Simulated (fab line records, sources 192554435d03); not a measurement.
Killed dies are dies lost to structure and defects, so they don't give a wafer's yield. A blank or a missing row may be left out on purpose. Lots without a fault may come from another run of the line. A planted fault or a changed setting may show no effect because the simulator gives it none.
Chamber matching | flow n5_finfet | N5_BEOL_M1_TRENCH_ETCH_37 on rie_diel-01: 4 sister chambers
The step etches SiOC in C4F6/O2, target depth 55.207 nm, time 29 s. 14 wafers are shown with their chamber, then 7 later ones without.

WAFERS WITH THEIR CHAMBER
wafer  | chamber | rf_vpp_V (V) | drypump_motor_current_A (A) | showerhead_plenum_p_Torr (Torr)
L636.2 | 2       | 681          | 5.2                         | 2.80
L636.3 | 0       | 676          | 5.5                         | 2.82
L636.6 | 2       | 683          | 5.3                         | 2.80
L643.2 | 0       | 675          | 5.5                         | 2.81
L643.3 | 3       | 632          | 6.1                         | 2.94
L643.4 | 2       | 682          | 5.3                         | 2.79
L644.1 | 3       | 633          | 6.0                         | 2.94
L644.5 | 0       | 675          | 5.5                         | 2.81
L644.6 | 1       | 679          | 5.4                         | 2.81
L654.3 | 1       | 681          | 5.4                         | 2.81
L654.5 | 1       | 681          | 5.4                         | 2.81
L654.6 | 0       | 676          | 5.5                         | 2.80
L655.2 | 2       | 682          | 5.3                         | 2.78
L655.3 | 1       | 681          | 5.4                         | 2.80

SIGNATURES (means of the wafers above)
reading                  | chamber 0 | chamber 1 | chamber 2 | chamber 3 | scatter within a chamber
rf_vpp_V                 | 675.50    | 680.50    | 682.00    | 632.50    | 0.806
drypump_motor_current_A  | 5.500     | 5.400     | 5.275     | 6.050     | 0.0354
showerhead_plenum_p_Torr | 2.8100    | 2.8075    | 2.7925    | 2.9400    | 0.00742
Rule: a wafer's distance from a chamber is the root of the sum, over the readings, of the square of ((its reading less the chamber's mean) divided by the reading's scatter). The wafer belongs to the nearest chamber; if the next one is less than 2 further off, it can't be placed. The scatter: the root of (the sum of the squares of (reading less its chamber's mean) over the shown wafers, divided by (wafers less chambers)).

WAFERS WITHOUT THEIR CHAMBER
wafer  | rf_vpp_V (V) | drypump_motor_current_A (A) | showerhead_plenum_p_Torr (Torr)
L655.6 | 680          | 5.3                         | 2.78
L656.2 | 674          | 5.5                         | 2.80
L656.5 | 681          | 5.4                         | 2.80
L656.6 | 676          | 5.5                         | 2.80
L657.4 | 680          | 5.2                         | 2.78
L657.5 | 676          | 5.5                         | 2.80
L657.6 | 632          | 6.1                         | 2.92

WHICH CHAMBER EACH WENT THROUGH
wafer  | from the rows above     | in truth
L655.6 | can't be placed: 2 or 1 | 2
L656.2 | 0                       | 0
L656.5 | 1                       | 1
L656.6 | 0                       | 0
L657.4 | 2                       | 2
L657.5 | 0                       | 0
L657.6 | 3                       | 3
Placed correctly: 6 of 7. Can't be placed from these rows: 1 (the true chamber is among the candidates in 1). Placed wrongly: 0.
